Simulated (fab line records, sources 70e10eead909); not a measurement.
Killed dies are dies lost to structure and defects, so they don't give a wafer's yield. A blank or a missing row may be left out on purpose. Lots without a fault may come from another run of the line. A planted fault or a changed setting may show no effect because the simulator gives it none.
fab line records | flow nand_harc | part 2 of 2: steps 25 to 34 of 34
record lots=5 wafers=15 last_day=23
route steps=1159 shown A_CONTACT@880
lots that met no fault: from a run of the same line without faults
start_h: hours from the record's first day to the start of the lot's first wafer shown | wait_h: hours since the lot's step before | " the same as in the row above | L1.1+2: a row that stands for several wafers | - no value, or no start given | * or withheld: withheld | < > ~ a bound
route shown NAME@n: a module of which the file shows steps, and the number in the route of the first | usual: mean/standard deviation of fault-free wafers | same: alike in all rows | chamber/n: place in a boat | sites: the reading at each site | _std_site: their standard deviation | _edge_site: outer sites' mean less inner sites' | radius_mm: how far each site lies from the wafer's centre | mask NAME#n: copy n | behind: the tool/chamber that last shaped the wafer | hold: why the lot was held/for how many hours/how that ended | device: the transistor (n, p or np) that didn't switch | end of line: the same wafers' tests at the end of the route | a step without rows: its recipe alone | killed: dies lost to structure and defects at the first sort, not the wafer's yield | map: a wafer's dies, x killed, . not, _ none there
set.NAME: the setting as run; set.NAME@STEP: as run at that earlier step | model.NAME: the simulator's own value behind a step, which no gauge read
lots at some steps of the route; a table a step, a row a wafer
services: from which hour (start_h, from the record's first day; less than 0 if before it) a tool's chamber was out of use, for how many hours, and why
## steps
# step NHARC_A_CONTACT_ETCH_124
# recipe source_w=withheld pressure_mtorr=20 bias_v=withheld time_s=140 target_depth_a=7000 ar_flow_sccm=withheld c4f8_flow_sccm=withheld o2_flow_sccm=withheld chemistry=C4F8/O2/Ar
# columns lot.wafer tool chamber start_h wait_h rf_hours_counter_h
L074.2 har_cap_etch-01 1 372.19 - 59
L074.3 " 0 " " -
L074.6 " 0 " " -
L078.2 har_cap_etch-02 1 389.37 - 12
L078.1 " 0 " " 12
L078.6 " 1 " " -
L080.4 har_cap_etch-01 0 399.11 - -
L080.5 " 0 " " -
L080.6 " 1 " " -
L086.3 har_cap_etch-02 1 449.73 - -
L086.6 " 0 " " -
L086.5 " 1 " " -
L090.2 har_cap_etch-03 1 469.46 - 95
L090.4 " 0 " " -
L090.5 " 1 " " -
# step NHARC_A_CONTACT_ETCH_125
# recipe source_w=withheld pressure_mtorr=20 bias_v=1200 time_s=155 target_depth_a=9560 ar_flow_sccm=withheld c4f8_flow_sccm=withheld o2_flow_sccm=withheld chemistry=C4F8/O2/Ar
# columns lot.wafer tool chamber start_h wait_h rf_hours_counter_h
L074.2 har_cap_etch-01 1 372.40 0.2 59
L074.3 " 0 " " -
L074.6 " 0 " " -
L078.2 har_cap_etch-02 1 389.57 0.2 12
L078.1 " 0 " " 12
L078.6 " 1 " " -
L080.4 har_cap_etch-01 0 399.35 0.2 -
L080.5 " 0 " " -
L080.6 " 1 " " -
L086.3 har_cap_etch-02 1 449.90 0.1 -
L086.6 " 0 " " -
L086.5 " 1 " " -
L090.2 har_cap_etch-03 1 469.66 0.2 95
L090.4 " 0 " " -
L090.5 " 1 " " -
# step NHARC_A_CONTACT_ETCH_126
# recipe source_w=withheld pressure_mtorr=20 bias_v=1200 time_s=155 target_depth_a=9560 ar_flow_sccm=withheld c4f8_flow_sccm=withheld o2_flow_sccm=withheld chemistry=C4F8/O2/Ar
# columns lot.wafer tool chamber start_h wait_h rf_hours_counter_h
L074.2 har_cap_etch-01 1 372.54 0.1 59
L074.3 " 0 " " -
L074.6 " 0 " " -
L078.2 har_cap_etch-02 1 389.72 0.1 13
L078.1 " 0 " " 13
L078.6 " 1 " " -
L080.4 har_cap_etch-01 0 399.54 0.2 -
L080.5 " 0 " " -
L080.6 " 1 " " -
L086.3 har_cap_etch-02 1 450.04 0.1 -
L086.6 " 0 " " -
L086.5 " 1 " " -
L090.2 har_cap_etch-03 1 469.80 0.1 95
L090.4 " 0 " " -
L090.5 " 1 " " -
# step NHARC_A_CONTACT_ETCH_127
# recipe source_w=withheld pressure_mtorr=20 bias_v=1200 time_s=155 target_depth_a=9560 ar_flow_sccm=withheld c4f8_flow_sccm=withheld o2_flow_sccm=withheld chemistry=C4F8/O2/Ar
# columns lot.wafer tool chamber start_h wait_h rf_hours_counter_h
L074.2 har_cap_etch-01 1 372.68 0.1 59
L074.3 " 0 " " -
L074.6 " 0 " " -
L078.2 har_cap_etch-02 1 389.86 0.1 13
L078.1 " 0 " " 13
L078.6 " 1 " " -
L080.4 har_cap_etch-01 0 399.72 0.2 -
L080.5 " 0 " " -
L080.6 " 1 " " -
L086.3 har_cap_etch-02 1 450.19 0.1 -
L086.6 " 0 " " -
L086.5 " 1 " " -
L090.2 har_cap_etch-03 1 469.95 0.1 95
L090.4 " 0 " " -
L090.5 " 1 " " -
# step NHARC_A_CONTACT_ETCH_128
# recipe source_w=withheld pressure_mtorr=20 bias_v=1200 time_s=155 target_depth_a=9560 ar_flow_sccm=withheld c4f8_flow_sccm=withheld o2_flow_sccm=withheld chemistry=C4F8/O2/Ar
# columns lot.wafer tool chamber start_h wait_h rf_hours_counter_h
L074.2 har_cap_etch-01 1 372.82 0.1 60
L074.3 " 0 " " -
L074.6 " 0 " " -
L078.2 har_cap_etch-02 1 390.00 0.1 13
L078.1 " 0 " " 13
L078.6 " 1 " " -
L080.4 har_cap_etch-01 0 399.91 0.2 -
L080.5 " 0 " " -
L080.6 " 1 " " -
L086.3 har_cap_etch-02 1 450.33 0.1 -
L086.6 " 0 " " -
L086.5 " 1 " " -
L090.2 har_cap_etch-03 1 470.09 0.1 95
L090.4 " 0 " " -
L090.5 " 1 " " -
# step NHARC_A_CONTACT_ETCH_129
# recipe source_w=withheld pressure_mtorr=20 bias_v=1200 time_s=155 target_depth_a=9560 ar_flow_sccm=withheld c4f8_flow_sccm=withheld o2_flow_sccm=withheld chemistry=C4F8/O2/Ar
# columns lot.wafer tool chamber start_h wait_h rf_hours_counter_h
L074.2 har_cap_etch-01 1 372.97 0.1 60
L074.3 " 0 " " -
L074.6 " 0 " " -
L078.2 har_cap_etch-02 1 390.14 0.1 13
L078.1 " 0 " " 13
L078.6 " 1 " " -
L080.4 har_cap_etch-01 0 400.10 0.2 -
L080.5 " 0 " " -
L080.6 " 1 " " -
L086.3 har_cap_etch-02 1 450.47 0.1 -
L086.6 " 0 " " -
L086.5 " 1 " " -
L090.2 har_cap_etch-03 1 470.23 0.1 96
L090.4 " 0 " " -
L090.5 " 1 " " -
# step NHARC_A_CONTACT_ETCH_130
# recipe source_w=withheld pressure_mtorr=20 bias_v=1200 time_s=155 target_depth_a=9560 ar_flow_sccm=withheld c4f8_flow_sccm=withheld o2_flow_sccm=withheld chemistry=C4F8/O2/Ar
# columns lot.wafer tool chamber start_h wait_h rf_hours_counter_h
L074.2 har_cap_etch-01 1 373.11 0.1 60
L074.3 " 0 " " -
L074.6 " 0 " " -
L078.2 har_cap_etch-02 1 390.28 0.1 13
L078.1 " 0 " " 13
L078.6 " 1 " " -
L080.4 har_cap_etch-01 0 400.29 0.2 -
L080.5 " 0 " " -
L080.6 " 1 " " -
L086.3 har_cap_etch-02 1 450.61 0.1 -
L086.6 " 0 " " -
L086.5 " 1 " " -
L090.2 har_cap_etch-03 1 470.37 0.1 96
L090.4 " 0 " " -
L090.5 " 1 " " -
# step NHARC_A_CONTACT_ETCH_131
# recipe source_w=withheld pressure_mtorr=20 bias_v=1200 time_s=155 target_depth_a=9560 ar_flow_sccm=withheld c4f8_flow_sccm=withheld o2_flow_sccm=withheld chemistry=C4F8/O2/Ar
# columns lot.wafer tool chamber start_h wait_h rf_hours_counter_h
L074.2 har_cap_etch-01 1 373.25 0.1 60
L074.3 " 0 " " -
L074.6 " 0 " " -
L078.2 har_cap_etch-02 1 390.42 0.1 13
L078.1 " 0 " " 13
L078.6 " 1 " " -
L080.4 har_cap_etch-01 0 400.48 0.2 -
L080.5 " 0 " " -
L080.6 " 1 " " -
L086.3 har_cap_etch-02 1 450.76 0.1 -
L086.6 " 0 " " -
L086.5 " 1 " " -
L090.2 har_cap_etch-03 1 470.51 0.1 96
L090.4 " 0 " " -
L090.5 " 1 " " -
# step NHARC_A_CONTACT_ETCH_132
# recipe source_w=withheld pressure_mtorr=20 bias_v=1200 time_s=156 target_depth_a=9580 ar_flow_sccm=withheld c4f8_flow_sccm=withheld o2_flow_sccm=withheld chemistry=C4F8/O2/Ar
# columns lot.wafer tool chamber start_h wait_h rf_hours_counter_h
L074.2 har_cap_etch-01 1 373.39 0.1 60
L074.3 " 0 " " -
L074.6 " 0 " " -
L078.2 har_cap_etch-02 1 390.56 0.1 13
L078.1 " 0 " " 13
L078.6 " 1 " " -
L080.4 har_cap_etch-01 0 400.67 0.2 -
L080.5 " 0 " " -
L080.6 " 1 " " -
L086.3 har_cap_etch-02 1 450.90 0.1 -
L086.6 " 0 " " -
L086.5 " 1 " " -
L090.2 har_cap_etch-03 1 470.65 0.1 96
L090.4 " 0 " " -
L090.5 " 1 " " -
# step NHARC_A_CONTACT_ETCH_133
# recipe source_w=withheld pressure_mtorr=20 bias_v=400 time_s=195 target_depth_a=8400 ar_flow_sccm=withheld c4f8_flow_sccm=11.5 o2_flow_sccm=7.2 chemistry=C4F8/O2/Ar
# columns lot.wafer tool chamber start_h wait_h rf_hours_counter_h
L074.2 har_cap_etch-01 1 373.53 0.1 60
L074.3 " 0 " " -
L074.6 " 0 " " -
L078.2 har_cap_etch-02 1 390.70 0.1 13
L078.1 " 0 " " 13
L078.6 " 1 " " -
L080.4 har_cap_etch-01 0 400.92 0.2 -
L080.5 " 0 " " -
L080.6 " 1 " " -
L086.3 har_cap_etch-02 1 451.11 0.2 -
L086.6 " 0 " " -
L086.5 " 1 " " -
L090.2 har_cap_etch-03 1 470.80 0.1 96
L090.4 " 0 " " -
L090.5 " 1 " " -
## services
# columns tool chamber start_h hours kind
rie_diel-07 3 346.18 2.7 repair
rie_diel-08 1 346.30 13.8 repair
arfi_scanner-02 - 348.07 3.8 repair
acl_dep-02 - 348.57 13.0 pm
rie_diel-07 1 348.72 1.5 repair
arfi_scanner-01 - 349.58 1.7 repair
rie_diel-07 0 359.78 - clean
arfi_scanner-01 - 368.00 4.0 pm
wet_bench-05 - 372.80 8.0 pm
arfi_scanner-03 - 391.35 14.6 repair
rie_diel-07 - 405.27 9.0 pm
arfi_scanner-03 - 406.07 0.5 repair
acl_dep-03 - 407.06 13.0 pm
arfi_scanner-01 - 413.92 5.4 repair
har_cap_etch-01 - 416.83 0.6 repair
rie_diel-04 2 418.50 1.2 repair
arfi_scanner-01 - 426.47 0.4 repair
arfi_scanner-02 - 428.00 4.0 pm
rie_diel-08 0 433.33 29.2 repair
pecvd-03 - 442.50 0.2 repair
litho_track-01 - 443.00 7.0 pm
wet_bench-09 - 464.80 8.0 pm
rie_diel-04 - 466.02 9.0 pm
litho_track-06 - 467.00 7.0 pm
